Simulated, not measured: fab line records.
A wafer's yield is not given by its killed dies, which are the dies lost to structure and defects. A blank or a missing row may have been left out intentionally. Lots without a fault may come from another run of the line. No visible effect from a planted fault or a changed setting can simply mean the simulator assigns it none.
One fault through the eyes of 2 desks	flow nand_harc	each desk has only its own numbers; what lay behind them comes last

AT THE TOOL OWNER'S DESK: rie_diel-06
The tool's own readings at NHARC_A_M1_ETCH_35 (etches the open film in N2/H2, target depth 40 nm, overetch 12 nm, time 43.94 s): means of the sampled wafers that have a number, for each lot that ran on this tool. Any lot whose mean is over 4 standard deviations away from the usual mean is out of limits and marked OUT; that distance is given in the brackets.
Columns: A = drypump_motor_current_A at NHARC_A_M1_ETCH_35, usual 5.69 A; B = oes_product_au at NHARC_A_M1_ETCH_35, usual 1.001 a.u.; C = rf_vpp_V at NHARC_A_M1_ETCH_35, usual 428.5 V; D = showerhead_plenum_p_Torr at NHARC_A_M1_ETCH_35, usual 1.97 Torr; E = throttle_valve_pct at NHARC_A_M1_ETCH_35, usual 14.172 %
lot	first seen here	A	B	C	D	E
L167	day 25 07:59	5.81	1.008	427.7	1.91	14.180
L180	day 30 14:47	5.67	0.957 (-4.5) OUT	427.4	1.91	14.163
L179	day 30 15:05	5.83	0.957 (-4.5) OUT	426.5	1.91	14.171
This desk finds L179, L180 out of limits, L180 being first, at day 30 14:47 (oes_product_au at NHARC_A_M1_ETCH_35). In limits: L167.

THE METROLOGY DESK
Lot by lot, what the gauges showed, no matter which tool ran the lot: averages of those sampled wafers that carry a number. Any lot whose mean is over 4 standard deviations away from the usual mean is out of limits and marked OUT; that distance is given in the brackets.
Columns: A = thk_nm at NHARC_A_M0_THK_MEAS_24, usual 114.0 nm
lot	first seen here	A
L162	day 23 06:25	115.0
L165	day 23 22:47	112.9
L167	day 25 05:57	113.8
L171	day 26 09:11	114.4
L169	day 27 03:02	113.5
L170	day 27 10:21	114.9
L172	day 27 14:01	113.5
L177	day 29 19:47	114.4
L180	day 30 13:04	114.6
L179	day 30 13:16	113.3
L183	day 31 11:29	113.6
L184	day 32 04:27	114.8
L185	day 32 08:28	114.5
Finding of this desk: none of the 13 lots has anything out of limits.

BROUGHT TOGETHER
The tool owner's desk could have raised an alarm at day 30 14:47, on L179, L180.
Nothing out of limits was seen by the metrology desk.
The metrology desk has L179, L180 on record, within its limits.
On rie_diel-06, each named lot ran NHARC_A_M1_ETCH_35.

WHAT HAD BEEN PUT IN BY THE SIMULATOR
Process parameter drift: rie_diel-06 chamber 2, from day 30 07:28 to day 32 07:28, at NHARC_A_M1_ETCH_35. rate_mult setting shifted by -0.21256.
Shown lots that were struck: L179, L180.
Delay in hours, fault start to first out-of-limits reading, by desk: the tool owner's desk at 7.
